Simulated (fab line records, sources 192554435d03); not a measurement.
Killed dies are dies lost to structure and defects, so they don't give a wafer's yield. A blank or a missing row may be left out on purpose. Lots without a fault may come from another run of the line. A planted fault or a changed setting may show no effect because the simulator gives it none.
fab line records | flow n5_finfet
record lots=24 wafers=72 last_day=17
route steps=1938 shown BEOL_M6@1252 BEOL_M7@1266 BEOL_M8@1345
lots that met no fault: from a run of the same line without faults
start_h: hours from the record's first day to the start of the lot's first wafer shown | wait_h: hours since the lot's step before | " the same as in the row above | L1.1+2: a row that stands for several wafers | - no value, or no start given | * or withheld: withheld | < > ~ a bound
route shown NAME@n: a module of which the file shows steps, and the number in the route of the first | usual: mean/standard deviation of fault-free wafers | same: alike in all rows | chamber/n: place in a boat | sites: the reading at each site | _std_site: their standard deviation | _edge_site: outer sites' mean less inner sites' | radius_mm: how far each site lies from the wafer's centre | mask NAME#n: copy n | behind: the tool/chamber that last shaped the wafer | hold: why the lot was held/for how many hours/how that ended | device: the transistor (n, p or np) that didn't switch | end of line: the same wafers' tests at the end of the route | a step without rows: its recipe alone | killed: dies lost to structure and defects at the first sort, not the wafer's yield | map: a wafer's dies, x killed, . not, _ none there
set.NAME: the setting as run; set.NAME@STEP: as run at that earlier step | model.NAME: the simulator's own value behind a step, which no gauge read
steps of the route over a sample of lots; a table a step, a row a wafer
services: from which hour (start_h, from the record's first day; less than 0 if before it) a tool's chamber was out of use, for how many hours, and why
## steps
# step N5_BEOL_M6_SURFACE_TREAT_79
# recipe gas=Ar time_s=* ion_energy_ev=* ion_current_ma_cm2=0.5 pressure_mtorr=* ar_flow_sccm=30
# usual throttle_valve_pct=*
# columns lot.wafer tool chamber start_h wait_h throttle_valve_pct
L074.3 pvd_sputter-03 - 179.79 0.3 *
L074.4 " - " " *
L074.5 " - " " *
L075.2 pvd_sputter-02 - 185.36 1.8 *
L075.4 " - " " *
L075.6 " - " " *
L077.1 pvd_sputter-01 - 194.02 0.2 *
L077.2 " - " " *
L077.5 " - " " *
L076.2 pvd_sputter-03 - 198.64 0.2 *
L076.5 " - " " *
L076.6 " - " " *
L078.1 pvd_sputter-03 - 199.00 0.2 *
L078.2 " - " " *
L078.6 " - " " *
L080.1 pvd_sputter-01 - 207.11 0.3 *
L080.3 " - " " *
L080.5 " - " " *
L079.1 pvd_sputter-02 - 213.85 0.2 *
L079.4 " - " " *
L079.5 " - " " *
L081.2 pvd_sputter-01 - 231.08 0.3 *
L081.4 " - " " *
L081.6 " - " " *
L082.1 pvd_sputter-01 - 231.16 0.2 *
L082.2 " - " " *
L082.6 " - " " *
L083.3 pvd_sputter-03 - 238.07 0.2 *
L083.5 " - " " *
L083.6 " - " " *
L084.2 pvd_sputter-03 - 248.68 0.3 *
L084.3 " - " " *
L084.6 " - " " *
L085.1 pvd_sputter-01 - 248.95 0.2 *
L085.3 " - " " *
L085.6 " - " " *
L086.1 pvd_sputter-02 - 255.90 0.2 *
L086.2 " - " " *
L086.5 " - " " *
L087.1 pvd_sputter-01 - 262.40 0.2 *
L087.4 " - " " *
L087.6 " - " " *
L089.2 pvd_sputter-03 - 265.72 0.2 *
L089.5 " - " " *
L089.6 " - " " *
L088.1 pvd_sputter-03 - 273.72 0.2 *
L088.3 " - " " *
L088.6 " - " " *
L090.2 pvd_sputter-02 - 280.61 0.3 *
L090.5 " - " " *
L090.6 " - " " *
L091.4 pvd_sputter-03 - 281.92 0.2 *
L091.5 " - " " *
L091.6 " - " " *
L092.2 pvd_sputter-02 - 298.95 0.2 *
L092.3 " - " " *
L092.5 " - " " *
L093.3 pvd_sputter-01 - 299.93 0.2 *
L093.5 " - " " *
L093.6 " - " " *
L094.1 pvd_sputter-02 - 303.55 0.2 *
L094.3 " - " " *
L094.5 " - " " *
L095.3 pvd_sputter-03 - 322.22 0.2 *
L095.4 " - " " *
L095.5 " - " " *
L096.3 pvd_sputter-01 - 322.89 0.4 *
L096.5 " - " " *
L096.6 " - " " *
L097.1 pvd_sputter-01 - 324.88 0.2 *
L097.2 " - " " *
L097.6 " - " " *
# step N5_BEOL_M6_SPUTTER_48
# recipe material=Cu target_thk_a=100 temp_c=-20 bias_v=60 power_w=26000 chamber_pressure_pa=0.13 time_s=1.667
# usual throttle_valve_pct=30.0/0.95
# columns lot.wafer tool chamber start_h wait_h throttle_valve_pct
L074.3 pvd_sputter-03 - 180.07 0.2 29.8
L074.4 " - " " 29.8
L074.5 " - " " 29.9
L075.2 pvd_sputter-02 - 185.86 0.2 31.1
L075.4 " - " " 30.5
L075.6 " - " " 30.6
L077.1 pvd_sputter-01 - 194.42 0.2 28.8
L077.2 " - " " 29.0
L077.5 " - " " 31.6
L076.2 pvd_sputter-01 - 198.86 0.1 29.0
L076.5 " - " " 31.2
L076.6 " - " " 29.0
L078.1 pvd_sputter-03 - 199.19 0.1 28.6
L078.2 " - " " 30.0
L078.6 " - " " 30.0
L080.1 pvd_sputter-02 - 207.29 0.1 30.5
L080.3 " - " " 29.4
L080.5 " - " " 30.9
L079.1 pvd_sputter-01 - 214.11 0.1 29.2
L079.4 " - " " 29.1
L079.5 " - " " 29.2
L081.2 pvd_sputter-01 - 231.33 0.1 29.1
L081.4 " - " " 30.9
L081.6 " - " " 29.0
L082.1 pvd_sputter-01 - 231.86 0.4 31.6
L082.2 " - " " 30.8
L082.6 " - " " 29.0
L083.3 pvd_sputter-03 - 238.25 0.1 30.0
L083.5 " - " " 28.4
L083.6 " - " " 30.2
L084.2 pvd_sputter-02 - 248.88 0.1 31.6
L084.3 " - " " 31.0
L084.6 " - " " 29.5
L085.1 pvd_sputter-03 - 249.35 0.2 30.1
L085.3 " - " " 29.4
L085.6 " - " " 29.8
L086.1 pvd_sputter-02 - 256.16 0.1 31.4
L086.2 " - " " 31.1
L086.5 " - " " 30.6
L087.1 pvd_sputter-03 - 262.66 0.1 29.6
L087.4 " - " " 29.8
L087.6 " - " " 30.3
L089.2 pvd_sputter-03 - 266.00 0.1 28.6
L089.5 " - " " 28.4
L089.6 " - " " 30.2
L088.1 pvd_sputter-03 - 274.20 0.3 30.4
L088.3 " - " " 29.6
L088.6 " - " " 30.2
L090.2 pvd_sputter-02 - 281.25 0.5 30.7
L090.5 " - " " 29.5
L090.6 " - " " 30.5
L091.4 pvd_sputter-01 - 282.11 0.0 30.9
L091.5 " - " " 29.1
L091.6 " - " " 29.2
L092.2 pvd_sputter-03 - 299.17 0.1 30.4
L092.3 " - " " 29.9
L092.5 " - " " 30.5
L093.3 pvd_sputter-03 - 301.81 1.7 30.1
L093.5 " - " " 30.3
L093.6 " - " " 28.3
L094.1 pvd_sputter-03 - 303.89 0.2 30.1
L094.3 " - " " 29.9
L094.5 " - " " 28.6
L095.3 pvd_sputter-01 - 322.81 0.3 29.2
L095.4 " - " " 31.4
L095.5 " - " " 28.9
L096.3 pvd_sputter-01 - 323.71 0.5 31.6
L096.5 " - " " 29.1
L096.6 " - " " 31.6
L097.1 pvd_sputter-03 - 325.15 0.1 30.2
L097.2 " - " " 29.5
L097.6 " - " " 30.1
# step N5_BEOL_M6_CMP_52
# recipe stop_on=SiCOH_lowk t_overpolish_s=6.9 down_force_psi=1 platen_rpm=50 clearing_platen_down_force_psi=1.5 clearing_platen_rpm=50 post_cmp_clean=cu_alkaline target_thk_nm=80 clearing_platen_pad_velocity_m_s=0.99484 pad_velocity_m_s=0.99484
# usual barrier_field_endpoint_s=29.3/1 motor_current_A=6.2/0.58 overpolish_run_s=6.901/0.009 pad_life_wafers=1054/630 time_to_endpoint_s=64/4.6
# columns lot.wafer tool chamber start_h wait_h barrier_field_endpoint_s motor_current_A overpolish_run_s pad_life_wafers time_to_endpoint_s
L074.3 cmp-01 2 181.80 0.2 29.7 5.2 6.889 1099 66
L074.4 " 0 " " 29.6 6.5 6.888 1101 65
L074.5 " 1 " " 31.4 6.8 6.899 - 73
L075.2 cmp-01 0 186.41 0.2 28.6 6.2 6.891 1135 59
L075.4 " 1 " " 30.0 7.3 6.897 1136 68
L075.6 " 0 " " 28.8 5.8 6.916 - 57
L077.2 cmp-02 3 195.46 0.2 27.6 6.1 6.903 1464 58
L077.1 " 1 " " 29.5 6.8 6.894 1466 67
L077.5 " 0 " " 29.6 6.2 6.895 - 62
L076.2 cmp-01 1 199.42 0.3 30.9 7.2 6.895 1237 71
L076.5 " 0 " " 29.3 6.2 6.904 - 65
L076.6 " 1 " " 30.1 7.1 6.909 - 73
L078.2 cmp-01 1 199.71 0.2 29.8 7.2 6.904 1242 70
L078.1 " 3 " " 30.2 6.1 6.897 1244 71
L078.6 " 1 " " 29.9 6.7 6.920 - 67
L080.1 cmp-01 1 207.92 0.4 29.9 7.6 6.902 1339 68
L080.3 " 3 " " 29.6 5.6 6.913 1341 67
L080.5 " 0 " " 28.3 5.9 6.908 - 58
L079.1 cmp-02 3 214.61 0.3 28.2 6.0 6.897 1644 60
L079.4 " 2 " " 30.3 6.1 6.901 1647 64
L079.5 " 0 " " 27.7 6.1 6.900 - 59
L081.2 cmp-02 0 233.01 0.4 28.1 6.2 6.888 1764 59
L081.4 " 2 " " 29.1 6.3 6.909 1766 64
L081.6 " 1 " " 29.7 6.4 6.896 - 66
L082.1 cmp-02 0 233.23 0.4 27.9 6.4 6.925 1770 58
L082.2 " 3 " " 28.4 6.2 6.896 1773 58
L082.6 " 1 " " 30.5 6.4 6.893 - 69
L083.3 cmp-02 2 238.88 0.3 28.6 6.1 6.899 1809 65
L083.6 " 3 " " 28.0 6.0 6.897 - 59
L083.5 " 0 " " 29.3 6.1 6.893 - 62
L084.2 cmp-03 3 249.82 0.2 29.2 5.7 6.899 385 60
L084.3 " 0 " " 29.4 6.3 6.902 386 67
L084.6 " 2 " " 28.3 5.5 6.903 - 57
L085.1 cmp-03 0 250.61 0.3 28.9 5.9 6.893 396 63
L085.3 " 3 " " 28.4 5.9 6.898 399 60
L085.6 " 0 " " 30.2 6.3 6.896 - 67
L086.2 cmp-02 2 257.33 0.3 29.2 6.0 6.904 1952 65
L086.1 " 3 " " 28.7 6.1 6.891 1953 58
L086.5 " 0 " " 29.3 6.3 6.901 - 65
L087.1 cmp-01 3 263.31 0.3 30.3 5.7 6.910 1760 68
L087.4 " 0 " " 28.2 6.4 6.898 1761 58
L087.6 " 2 " " 29.9 5.4 6.889 - 62
L089.2 cmp-03 2 266.59 0.3 28.9 5.3 6.915 530 57
L089.5 " 0 " " 30.9 6.2 6.906 - 71
L089.6 " 1 " " 29.0 6.7 6.921 - 61
L088.3 cmp-03 3 274.83 0.2 29.5 5.5 6.897 600 63
L088.1 " 2 " " 29.1 5.3 6.890 603 57
L088.6 " 0 " " 32.0 5.9 6.901 - 68
L090.2 cmp-02 1 281.92 0.4 29.5 6.3 6.909 7 68
L090.5 " 0 " " 29.2 6.2 6.900 - 65
L090.6 " 1 " " 30.3 6.2 6.907 - 69
L091.4 cmp-03 3 282.87 0.2 28.7 5.7 6.920 669 63
L091.5 " 0 " " 30.1 6.2 6.893 - 67
L091.6 " 1 " " 29.1 7.5 6.879 - 65
L092.2 cmp-01 0 299.73 0.2 28.1 5.9 6.899 2070 55
L092.3 " 3 " " 29.6 6.0 6.920 2073 66
L092.5 " 1 " " 29.6 6.9 6.886 - 64
L093.3 cmp-03 1 302.36 0.2 28.4 7.1 6.900 846 58
L093.5 " 1 " " 29.2 7.0 6.889 - 61
L093.6 " 2 " " 27.2 5.7 6.906 - 54
L094.1 cmp-01 1 304.42 0.3 29.5 6.9 6.903 0 68
L094.3 " 0 " " 27.5 6.2 6.912 3 61
L094.5 " 1 " " 29.6 7.1 6.901 - 71
L095.3 cmp-03 0 323.90 0.2 29.2 6.4 6.906 1021 65
L095.4 " 1 " " 28.6 7.2 6.903 1022 63
L095.5 " 0 " " 28.6 6.4 6.906 - 64
L096.3 cmp-01 1 324.33 0.3 30.4 7.1 6.905 141 71
L096.5 " 2 " " 30.9 5.3 6.914 - 68
L096.6 " 3 " " 30.6 6.1 6.894 - 71
L097.2 cmp-02 1 325.82 0.2 30.1 6.7 6.895 396 70
L097.1 " 0 " " 28.2 6.2 6.897 399 61
L097.6 " 2 " " 28.8 6.0 6.905 - 65
# step N5_BEOL_M7_PECVD_70
# recipe material=SiO2 target_thk_a=200 temp_c=400 precursor=TEOS/O2 pressure_torr=5.5 rf_w=450 teos_flow_sccm=53.8 gas=O2 flow_sccm=3000 time_s=22.7
# usual heater_power_w=705/120 showerhead_plenum_p_Torr=8.77/0.042 throttle_valve_pct=22.8/1.6
# columns lot.wafer tool chamber start_h wait_h heater_power_w showerhead_plenum_p_Torr throttle_valve_pct
L074.3 pecvd-03 2 182.87 0.0 641 8.82 20.8
L074.4 " 1 " " 647 8.72 25.4
L074.5 " 2 " " 630 8.82 20.9
L075.2 pecvd-02 1 187.65 0.0 812 8.75 23.0
L075.4 " 2 " " 730 8.78 23.0
L075.6 " 1 " " 796 8.79 23.0
L077.1 pecvd-02 0 197.67 0.1 643 8.80 25.4
L077.2 " 2 " " 839 8.80 23.1
L077.5 " 0 " " 649 8.79 25.7
L076.2 pecvd-02 0 200.78 0.0 705 8.80 25.6
L076.5 " 1 " " 884 8.73 22.9
L076.6 " 0 " " 685 8.81 25.8
L078.1 pecvd-02 0 201.12 0.0 694 8.76 25.7
L078.2 " 1 " " 807 8.76 22.9
L078.6 " 0 " " 725 8.80 25.7
L080.1 pecvd-02 2 208.99 0.0 801 8.77 23.0
L080.3 " 1 " " 768 8.75 23.0
L080.5 " 1 " " 777 8.76 22.9
L079.1 pecvd-04 2 217.39 0.1 742 8.82 21.1
L079.4 " 0 " " 889 8.78 20.8
L079.5 " 2 " " 742 8.81 21.1
L081.2 pecvd-03 2 234.11 0.0 626 8.81 21.1
L081.4 " 1 " " 539 8.72 25.3
L081.6 " 1 " " 557 8.73 24.9
L082.1 pecvd-03 2 234.53 0.0 522 8.83 21.0
L082.2 " 1 " " 641 8.71 24.8
L082.6 " 1 " " 648 8.73 24.8
L083.3 pecvd-04 2 239.95 0.0 665 8.83 21.1
L083.5 " 0 " " 760 8.78 21.0
L083.6 " 2 " " 664 8.82 21.0
L084.2 pecvd-03 2 251.15 0.0 632 8.82 21.2
L084.3 " 1 " " 670 8.71 25.0
L084.6 " 0 " " 667 8.78 22.6
L085.1 pecvd-02 0 252.22 0.0 704 8.79 25.6
L085.3 " 1 " " 864 8.74 23.1
L085.6 " 2 " " 813 8.77 23.2
L086.1 pecvd-04 0 258.35 0.0 934 8.78 20.7
L086.2 " 1 " " 556 8.70 22.6
L086.5 " 1 " " 565 8.69 23.2
L087.1 pecvd-04 0 264.49 0.0 783 8.77 21.1
L087.4 " 1 " " 547 8.68 23.0
L087.6 " 0 " " 807 8.76 20.6
L089.2 pecvd-03 1 268.09 0.0 642 8.72 25.1
L089.5 " 2 " " 600 8.81 21.2
L089.6 " 1 " " 629 8.70 25.0
L088.1 pecvd-04 0 276.17 0.0 819 8.77 20.8
L088.3 " 2 " " 675 8.85 21.1
L088.6 " 1 " " 594 8.68 22.8
L090.2 pecvd-04 1 282.98 0.0 569 8.70 22.5
L090.5 " 2 " " 637 8.82 21.4
L090.6 " 1 " " 576 8.70 22.9
L091.4 pecvd-03 1 283.87 0.1 587 8.72 25.3
L091.5 " 0 " " 676 8.78 22.4
L091.6 " 2 " " 627 8.80 21.4
L092.2 pecvd-04 0 300.83 0.0 865 8.77 20.9
L092.3 " 1 " " 530 8.69 22.8
L092.5 " 1 " " 537 8.71 22.5
L093.3 pecvd-02 0 303.46 0.0 761 8.79 25.5
L093.5 " 2 " " 831 8.78 23.1
L093.6 " 0 " " 770 8.78 25.8
L094.1 pecvd-02 0 305.54 0.0 652 8.79 25.7
L094.3 " 1 " " 895 8.78 22.9
L094.5 " 0 " " 678 8.83 25.4
L095.3 pecvd-04 1 324.98 0.0 507 8.69 22.7
L095.4 " 0 " " 906 8.80 20.9
L095.5 " 2 " " 650 8.84 21.4
L096.3 pecvd-03 0 325.32 0.0 646 8.77 22.6
L096.5 " 1 " " 553 8.71 24.9
L096.6 " 2 " " 649 8.83 21.4
L097.1 pecvd-03 0 326.93 0.0 669 8.77 22.9
L097.2 " 2 " " 620 8.83 21.5
L097.6 " 2 " " 615 8.79 21.5
# step N5_BEOL_M7_SURFACE_TREAT_79
# recipe gas=Ar time_s=* ion_energy_ev=* ion_current_ma_cm2=0.5 pressure_mtorr=* ar_flow_sccm=30
# usual throttle_valve_pct=*
# columns lot.wafer tool chamber start_h wait_h throttle_valve_pct
L074.3 pvd_sputter-02 - 187.16 0.2 *
L074.4 " - " " *
L074.5 " - " " *
L075.2 pvd_sputter-03 - 193.50 0.2 *
L075.4 " - " " *
L075.6 " - " " *
L077.1 pvd_sputter-01 - 202.24 0.2 *
L077.2 " - " " *
L077.5 " - " " *
L078.1 pvd_sputter-02 - 206.25 0.2 *
L078.2 " - " " *
L078.6 " - " " *
L076.2 pvd_sputter-01 - 207.15 0.2 *
L076.5 " - " " *
L076.6 " - " " *
L080.1 pvd_sputter-03 - 214.37 0.2 *
L080.3 " - " " *
L080.5 " - " " *
L079.1 pvd_sputter-01 - 221.75 0.2 *
L079.4 " - " " *
L079.5 " - " " *
L082.1 pvd_sputter-02 - 239.50 0.2 *
L082.2 " - " " *
L082.6 " - " " *
L081.2 pvd_sputter-01 - 239.65 0.2 *
L081.4 " - " " *
L081.6 " - " " *
L083.3 pvd_sputter-02 - 244.99 0.4 *
L083.5 " - " " *
L083.6 " - " " *
L084.2 pvd_sputter-01 - 257.62 0.2 *
L084.3 " - " " *
L084.6 " - " " *
L085.1 pvd_sputter-02 - 258.39 0.5 *
L085.3 " - " " *
L085.6 " - " " *
L086.1 pvd_sputter-03 - 261.94 0.3 *
L086.2 " - " " *
L086.5 " - " " *
L087.1 pvd_sputter-02 - 270.52 0.2 *
L087.4 " - " " *
L087.6 " - " " *
L089.2 pvd_sputter-01 - 273.96 0.2 *
L089.5 " - " " *
L089.6 " - " " *
L088.1 pvd_sputter-03 - 281.78 0.2 *
L088.3 " - " " *
L088.6 " - " " *
L090.2 pvd_sputter-02 - 288.22 0.2 *
L090.5 " - " " *
L090.6 " - " " *
L091.4 pvd_sputter-02 - 288.96 0.3 *
L091.5 " - " " *
L091.6 " - " " *
L092.2 pvd_sputter-01 - 306.54 0.2 *
L092.3 " - " " *
L092.5 " - " " *
L093.3 pvd_sputter-01 - 307.49 0.2 *
L093.5 " - " " *
L093.6 " - " " *
L094.1 pvd_sputter-03 - 311.20 0.2 *
L094.3 " - " " *
L094.5 " - " " *
L095.3 pvd_sputter-02 - 329.88 1.8 *
L095.4 " - " " *
L095.5 " - " " *
L096.3 pvd_sputter-01 - 331.07 0.2 *
L096.5 " - " " *
L096.6 " - " " *
L097.1 pvd_sputter-02 - 331.92 0.3 *
L097.2 " - " " *
L097.6 " - " " *
# step N5_BEOL_M8_CD_MEAS_11
# recipe target_cd_nm=38.5 landing_energy_ev=500 detector=se_inlens polarity=opening
# usual cd_nm=38.9/0.63
# columns lot.wafer tool chamber start_h wait_h cd_nm
L074.3 cd_sem-02 0 190.62 - 38.4
L074.4 " 0 " " 39.9
L074.5 " 0 " " 39.1
L075.2 cd_sem-03 0 198.10 - 40.0
L075.4 " 0 " " 39.5
L075.6 " 0 " " 39.6
L077.1 cd_sem-03 0 205.89 - 40.1
L077.2 " 0 " " 39.5
L077.5 " 0 " " 39.5
L078.1 cd_sem-03 0 209.33 - 38.9
L078.2 " 0 " " 38.9
L078.6 " 0 " " 39.1
L076.2 cd_sem-02 0 211.07 - 39.4
L076.5 " 0 " " 37.8
L076.6 " 0 " " 38.7
L080.1 cd_sem-01 0 217.42 - 39.1
L080.3 " 0 " " 39.6
L080.5 " 0 " " 38.6
L079.1 cd_sem-02 0 225.91 - 39.3
L079.4 " 0 " " 39.0
L079.5 " 0 " " 38.1
L082.1 cd_sem-02 0 243.08 - 38.3
L082.2 " 0 " " 37.9
L082.6 " 0 " " 38.9
L081.2 cd_sem-02 0 244.57 - 38.9
L081.4 " 0 " " 38.8
L081.6 " 0 " " 39.9
L083.3 cd_sem-01 0 249.42 - 38.3
L083.5 " 0 " " 39.5
L083.6 " 0 " " 39.3
L084.2 cd_sem-02 0 261.26 - 39.4
L084.3 " 0 " " 39.6
L084.6 " 0 " " 38.7
L085.1 cd_sem-01 0 262.90 - 38.6
L085.3 " 0 " " 39.2
L085.6 " 0 " " 39.1
L086.1 cd_sem-02 0 264.41 - 37.5
L086.2 " 0 " " 38.7
L086.5 " 0 " " 38.2
L087.1 cd_sem-02 0 276.33 - 37.9
L087.4 " 0 " " 39.0
L087.6 " 0 " " 39.2
L089.2 cd_sem-01 0 277.21 - 39.2
L089.5 " 0 " " 38.6
L089.6 " 0 " " 38.6
L088.1 cd_sem-03 0 284.79 - 38.2
L088.3 " 0 " " 38.8
L088.6 " 0 " " 37.8
L090.2 cd_sem-01 0 292.69 - 38.8
L090.5 " 0 " " 38.3
L090.6 " 0 " " 38.8
L091.4 cd_sem-01 0 293.02 - 39.0
L091.5 " 0 " " 39.6
L091.6 " 0 " " 38.1
L092.2 cd_sem-01 0 310.66 - 38.9
L092.3 " 0 " " 38.2
L092.5 " 0 " " 38.0
L093.3 cd_sem-01 0 311.06 - 38.6
L093.5 " 0 " " 39.5
L093.6 " 0 " " 39.2
L094.1 cd_sem-03 0 314.84 - 39.1
L094.3 " 0 " " 39.1
L094.5 " 0 " " 39.0
L095.3 cd_sem-03 0 332.71 - 37.6
L095.4 " 0 " " 38.1
L095.5 " 0 " " 38.2
L096.3 cd_sem-01 0 335.36 - 39.1
L096.5 " 0 " " 39.1
L096.6 " 0 " " 39.5
L097.1 cd_sem-01 0 335.62 - 37.8
L097.2 " 0 " " 39.1
L097.6 " 0 " " 39.7
## services
# columns tool chamber start_h hours kind
cmp-03 - 173.25 0.5 repair
pvd_sputter-02 - 177.09 4.0 repair
cmp-03 - 178.69 1.7 repair
pecvd-04 - 191.31 14.0 repair
pecvd-03 - 192.42 28.1 pm
cmp-02 - 197.12 0.2 repair
cmp-03 - 200.52 4.0 pm
pecvd-04 1 211.99 6.6 repair
pecvd-02 - 217.23 0.5 repair
pecvd-03 0 225.35 14.4 repair
cmp-01 - 229.82 3.5 repair
cmp-02 - 230.18 2.6 repair
pecvd-04 - 234.31 0.6 repair
pecvd-03 1 237.13 6.8 repair
cmp-03 - 246.74 0.4 repair
cmp-01 - 255.89 0.7 repair
cmp-02 - 277.69 4.0 pm
cmp-02 - 286.86 1.4 repair
cmp-01 - 300.42 4.0 pm
cmp-01 - 304.42 - consumable_replace:conditioner
cmp-01 - 316.25 4.7 pm
pecvd-02 - 322.09 5.5 pm
cmp-03 - 322.94 0.5 repair
cmp-02 - 329.99 1.7 repair
## key
fault none
